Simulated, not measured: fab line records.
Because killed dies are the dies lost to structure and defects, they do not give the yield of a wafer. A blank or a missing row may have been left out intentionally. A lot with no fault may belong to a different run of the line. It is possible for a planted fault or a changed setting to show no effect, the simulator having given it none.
fab line records	flow n5-finfet	part 2 of 2: steps 5 to 6 of 6
record: lots: 22	wafers: 66	last-day: 18
route steps=1938 shown HKMG_FIN@432 GATE_CUT@465
lots with no fault: from the same line, run without faults
start-h: the number of hours between the record's first day and the start of the first shown wafer of the lot	wait-h: how many hours have passed since the lot's step before this one	" as in the row above	L1.1+2: a single row standing in for several wafers	- no value, or no start given	* or withheld: withheld	< > ~ a bound
route shown NAME@n: a module of which the file shows steps, and the number in the route of the first	usual: the fault-free wafers' mean and standard deviation	same: alike in all rows	chamber/n: place in a boat	sites: each site's reading	_std_site: their standard deviation	_edge_site: outer sites' mean less inner sites'	radius-mm: how far each site lies from the wafer's centre	mask NAME#n: copy n	behind: tool/chamber where the wafer was last shaped	hold: cause of the lot's hold/its duration in hours/its outcome	device: the n, p or np transistor that did not switch	end of line: at the end of the route, the tests of the same wafers	step lacking rows: just its recipe	killed: count of dies lost to structure and defects at first sort (not the wafer's yield)	map: shows each die of a wafer: x if killed, . if not, _ if none is there
set.NAME: the setting as run; set.NAME@STEP: as run at that earlier step	model.NAME: the simulator's own value behind a step, which no gauge read
the route's steps for a sample of lots (tables are steps, rows are wafers)
services: when a tool's chamber went out of use (start-h, in hours from the record's first day, below 0 if earlier), for how many hours, and the reason
== steps ==
step: N5_GATE_CUT_CUT_ETCH_54
recipe: chemistry: Cl2/BCl3	target: TiN	mask-material: SiO2	target-depth-a: 967	pressure-mtorr: 10	icp-w: 1000	bias-w: 126	Cl2_flow_sccm: 53.25	bcl3-flow-sccm: 21.75	Ar_flow_sccm: 25	ends: cleared
usual: chamber-pressure-mTorr: 10.000/0.0094	drypump-motor-current-A: 5.5/0.34	etch-rf-on-time-s: 36.2/1.6	he-backside-leak-sccm: 3.3/0.33	oes-product-au: 0.68/0.13	throttle-valve-pct: 22.40/0.25
lot.wafer	tool	chamber	start-h	wait-h	chamber-pressure-mTorr	drypump-motor-current-A	etch-rf-on-time-s	he-backside-leak-sccm	oes-product-au	rf-hours-counter-h	throttle-valve-pct
L074.4	rie-metal-02	1	83.06	0.0	10.005	5.5	35.9	3.4	0.57	-	22.42
L074.5	"	0	"	"	10.011	4.9	38.0	3.1	0.56	-	22.48
L074.6	"	1	"	"	10.008	5.5	36.1	3.3	0.55	-	22.43
L075.3	rie-metal-01	1	91.25	0.1	10.003	5.6	33.1	3.4	0.94	-	21.81
L075.4	"	1	"	"	9.987	5.6	33.0	3.7	0.92	-	21.83
L075.5	"	1	"	"	10.000	5.7	33.2	3.5	0.93	-	21.82
L076.2	rie-metal-03	1	96.44	0.0	10.005	5.9	36.7	3.2	0.73	29	22.58
L076.3	"	1	"	"	10.003	5.9	36.6	3.2	0.74	-	22.59
L076.4	"	0	"	"	9.996	5.7	35.4	3.6	0.68	-	22.35
L077.3	rie-metal-03	0	105.69	0.0	9.995	5.7	35.3	3.6	0.68	-	22.36
L077.4	"	1	"	"	10.013	5.9	36.8	3.2	0.74	-	22.59
L077.5	"	0	"	"	10.006	5.6	35.7	3.7	0.68	-	22.35
L078.1	rie-metal-03	0	107.14	0.0	10.008	5.7	35.5	3.6	0.68	53	22.33
L078.2	"	1	"	"	10.004	5.9	37.0	3.3	0.73	30	22.60
L078.4	"	0	"	"	9.987	5.7	35.8	3.6	0.67	-	22.35
L079.1	rie-metal-02	1	116.40	0.0	10.013	5.5	35.3	3.3	0.57	124	22.42
L079.3	"	0	"	"	9.999	4.9	37.4	3.3	0.56	-	22.47
L079.4	"	1	"	"	10.010	5.5	35.9	3.4	0.56	-	22.42
L080.1	rie-metal-03	0	124.12	0.0	10.002	5.6	35.5	3.5	0.67	55	22.33
L080.2	"	1	"	"	10.001	5.9	36.6	3.2	0.73	32	22.58
L080.5	"	1	"	"	10.006	5.9	36.2	3.2	0.74	-	22.58
L081.2	rie-metal-03	1	126.53	0.0	9.999	5.9	36.6	3.1	0.72	32	22.57
L081.3	"	0	"	"	10.008	5.7	35.2	3.5	0.68	-	22.34
L081.6	"	0	"	"	10.004	5.7	35.5	3.4	0.68	-	22.36
L083.3	rie-metal-02	0	136.60	0.0	10.007	5.0	38.0	3.3	0.54	-	22.50
L083.5	"	0	"	"	9.991	5.0	37.6	3.1	0.55	-	22.47
L083.6	"	1	"	"	9.990	5.5	35.7	3.1	0.56	-	22.44
L084.3	rie-metal-01	1	143.24	0.0	9.993	5.6	32.8	3.3	0.90	-	21.82
L084.4	"	0	"	"	9.998	5.5	36.7	3.2	0.84	-	22.70
L084.6	"	1	"	"	10.010	5.7	32.8	3.4	0.90	-	21.81
L085.1	rie-metal-02	1	151.82	0.0	10.002	5.5	35.8	3.2	0.56	128	22.43
L085.3	"	1	"	"	9.997	5.5	36.1	3.3	0.55	-	22.45
L085.5	"	0	"	"	9.998	4.9	38.1	3.4	0.54	-	22.50
L086.1	rie-metal-02	0	158.74	0.0	9.991	4.9	38.1	3.2	0.54	125	22.48
L086.2	"	1	"	"	10.014	5.5	36.0	3.4	0.55	128	22.45
L086.6	"	0	"	"	10.001	4.9	38.2	3.1	0.55	-	22.49
L087.1	rie-metal-01	1	166.95	0.0	9.984	5.6	33.2	3.6	0.89	10	21.83
L087.5	"	1	"	"	10.001	5.6	33.4	3.5	0.87	-	21.83
L087.6	"	0	"	"	10.003	5.4	37.2	3.0	0.82	-	22.68
L088.1	rie-metal-01	1	169.47	0.0	9.991	5.6	33.2	3.7	0.88	10	21.84
L088.2	"	0	"	"	9.998	5.5	36.9	3.1	0.82	5	22.69
L088.5	"	0	"	"	9.995	5.5	36.9	3.1	0.82	-	22.68
L090.1	rie-metal-02	1	180.88	0.0	9.998	5.5	36.1	3.3	0.55	130	22.45
L090.4	"	0	"	"	10.003	4.9	38.0	3.4	0.54	-	22.47
L090.5	"	0	"	"	9.994	4.9	37.9	3.1	0.55	-	22.50
L091.2	rie-metal-03	1	187.56	0.0	10.005	5.9	37.1	3.3	0.71	38	22.60
L091.3	"	0	"	"	9.993	5.7	36.1	3.9	0.65	-	22.37
L091.5	"	0	"	"	10.011	5.6	36.0	3.7	0.66	-	22.36
L092.1	rie-metal-03	0	191.00	0.0	10.014	5.6	35.9	3.5	0.66	61	22.38
L092.4	"	1	"	"	9.992	5.9	36.9	3.2	0.72	-	22.60
L092.6	"	0	"	"	9.988	5.7	36.0	3.5	0.66	-	22.37
L093.1	rie-metal-02	1	199.65	0.0	10.012	5.5	36.1	3.6	0.55	132	22.46
L093.2	"	0	"	"	10.012	4.9	37.8	3.1	0.55	129	22.49
L093.6	"	1	"	"	10.003	5.5	36.3	3.4	0.54	-	22.44
L094.3	rie-metal-02	0	206.36	0.1	9.993	5.0	38.1	3.1	0.54	-	22.50
L094.4	"	0	"	"	10.005	4.9	37.7	3.0	0.54	-	22.50
L094.6	"	0	"	"	10.003	4.9	38.1	3.3	0.54	-	22.49
L095.1	rie-metal-02	0	213.82	0.1	10.033	5.0	38.4	3.3	0.54	131	22.50
L095.5	"	0	"	"	9.997	5.0	38.3	3.1	0.53	-	22.51
L095.6	"	0	"	"	9.991	4.9	38.5	3.0	0.54	-	22.49
L096.1	rie-metal-01	0	217.52	0.0	9.991	5.5	36.9	2.8	0.79	10	22.70
L096.2	"	1	"	"	9.995	5.6	32.9	3.6	0.86	14	21.84
L096.4	"	0	"	"	10.001	5.4	36.7	2.6	0.79	-	22.69
L097.3	rie-metal-03	1	225.00	0.0	10.008	5.9	37.3	3.2	0.70	-	22.62
L097.4	"	0	"	"	9.991	5.7	35.7	3.6	0.65	-	22.38
L097.6	"	1	"	"	10.018	5.9	37.4	3.3	0.70	-	22.60
step: N5_GATE_CUT_VAPOR_ETCH_51
recipe: chemistry: BCl3/Cl2	target: HfO2	mode: isotropic
usual: drypump-motor-current-A: 5.5/0.34	he-backside-leak-sccm: 3.37/0.29	oes-product-au: 0.75/0.14
lot.wafer	tool	chamber	start-h	wait-h	drypump-motor-current-A	he-backside-leak-sccm	oes-product-au
L074.4	rie-metal-02	1	83.23	0.0	5.5	3.34	0.62
L074.5	"	0	"	"	4.9	3.13	0.63
L074.6	"	1	"	"	5.5	3.31	0.62
L075.3	rie-metal-01	1	91.71	0.1	5.6	3.58	1.01
L075.4	"	1	"	"	5.6	3.58	1.00
L075.5	"	1	"	"	5.6	3.58	1.01
L076.2	rie-metal-03	1	96.62	0.0	5.9	3.37	0.82
L076.3	"	1	"	"	5.9	3.33	0.83
L076.4	"	0	"	"	5.6	3.54	0.75
L077.3	rie-metal-03	0	105.86	0.0	5.7	3.66	0.75
L077.4	"	1	"	"	5.9	3.31	0.82
L077.5	"	0	"	"	5.7	3.66	0.74
L078.1	rie-metal-03	0	107.32	0.0	5.7	3.58	0.75
L078.2	"	1	"	"	5.9	3.13	0.82
L078.4	"	0	"	"	5.7	3.51	0.74
L079.1	rie-metal-02	1	116.58	0.0	5.5	5.97	0.62
L079.3	"	0	"	"	5.0	3.38	0.63
L079.4	"	1	"	"	5.5	3.43	0.62
L080.1	rie-metal-03	0	124.30	0.0	5.7	3.55	0.73
L080.2	"	1	"	"	5.9	3.19	0.82
L080.5	"	1	"	"	5.9	3.12	0.81
L081.2	rie-metal-03	1	126.71	0.0	5.9	3.05	0.81
L081.3	"	0	"	"	5.6	3.54	0.74
L081.6	"	0	"	"	5.7	3.39	0.74
L083.3	rie-metal-02	0	136.77	0.0	4.9	3.51	0.63
L083.5	"	0	"	"	5.0	3.44	0.63
L083.6	"	1	"	"	5.5	3.32	0.61
L084.3	rie-metal-01	1	143.41	0.0	5.6	3.52	0.97
L084.4	"	0	"	"	5.4	2.93	0.95
L084.6	"	1	"	"	5.6	3.63	0.98
L085.1	rie-metal-02	1	152.00	0.0	5.5	3.42	0.61
L085.3	"	1	"	"	5.5	3.38	0.60
L085.5	"	0	"	"	5.0	3.22	0.62
L086.1	rie-metal-02	0	158.92	0.0	5.0	3.27	0.63
L086.2	"	1	"	"	5.5	3.24	0.61
L086.6	"	0	"	"	5.0	3.34	0.62
L087.1	rie-metal-01	1	167.13	0.0	5.6	3.78	0.96
L087.5	"	1	"	"	5.6	3.65	0.94
L087.6	"	0	"	"	5.5	3.26	0.92
L088.1	rie-metal-01	1	169.65	0.0	5.6	3.71	0.96
L088.2	"	0	"	"	5.5	2.78	0.93
L088.5	"	0	"	"	5.5	3.22	0.93
L090.1	rie-metal-02	1	181.06	0.0	5.5	3.35	0.60
L090.4	"	0	"	"	4.9	3.36	0.62
L090.5	"	0	"	"	4.9	3.39	0.62
L091.2	rie-metal-03	1	187.74	0.0	5.9	3.24	0.80
L091.3	"	0	"	"	5.7	3.58	0.73
L091.5	"	0	"	"	5.7	3.64	0.72
L092.1	rie-metal-03	0	191.18	0.0	5.6	3.58	0.72
L092.4	"	1	"	"	5.9	3.27	0.80
L092.6	"	0	"	"	5.7	3.53	0.73
L093.1	rie-metal-02	1	199.83	0.0	5.5	3.25	0.61
L093.2	"	0	"	"	5.0	3.22	0.62
L093.6	"	1	"	"	5.5	3.30	0.60
L094.3	rie-metal-02	0	206.70	0.1	4.9	3.13	0.61
L094.4	"	0	"	"	5.0	3.19	0.61
L094.6	"	0	"	"	4.9	3.26	0.61
L095.1	rie-metal-02	0	214.18	0.1	4.9	3.41	0.61
L095.5	"	0	"	"	4.9	3.27	0.61
L095.6	"	0	"	"	4.9	3.25	0.62
L096.1	rie-metal-01	0	217.70	0.0	5.5	2.78	0.90
L096.2	"	1	"	"	5.6	3.53	0.94
L096.4	"	0	"	"	5.4	3.05	0.89
L097.3	rie-metal-03	1	225.17	0.0	5.9	3.33	0.79
L097.4	"	0	"	"	5.7	3.51	0.72
L097.6	"	1	"	"	5.9	3.21	0.79
== services ==
tool	chamber	start-h	hours	kind
rie-metal-03	-	52.11	0.8	repair
rie-diel-01	0	55.61	8.9	repair
rie-diel-03	2	62.77	34.7	repair
rie-diel-05	-	71.97	0.2	repair
rie-metal-01	0	90.98	-	clean
rie-metal-01	0	90.98	19.3	scheduled-down
rie-metal-01	0	90.98	19.3	vent-cycle
rie-diel-01	2	91.24	11.0	repair
rie-diel-05	1	93.44	4.1	repair
rie-diel-03	1	97.59	-	clean
rie-diel-03	1	97.59	-	consumable-replace:focus-ring
rie-diel-03	1	97.59	16.3	scheduled-down
rie-diel-03	1	97.59	16.3	vent-cycle
rie-diel-03	0	123.05	-	clean
rie-diel-03	0	123.05	-	consumable-replace:focus-ring
rie-diel-03	0	123.05	-	consumable-replace:showerhead
rie-diel-03	0	123.05	20.3	scheduled-down
rie-metal-01	1	176.04	4.8	repair
rie-metal-02	1	204.81	-	clean
rie-metal-02	1	204.81	15.8	scheduled-down
rie-metal-02	1	204.81	15.8	vent-cycle
rie-metal-02	0	220.62	-	clean
rie-metal-02	0	220.62	19.0	scheduled-down
rie-metal-02	0	220.62	19.0	vent-cycle
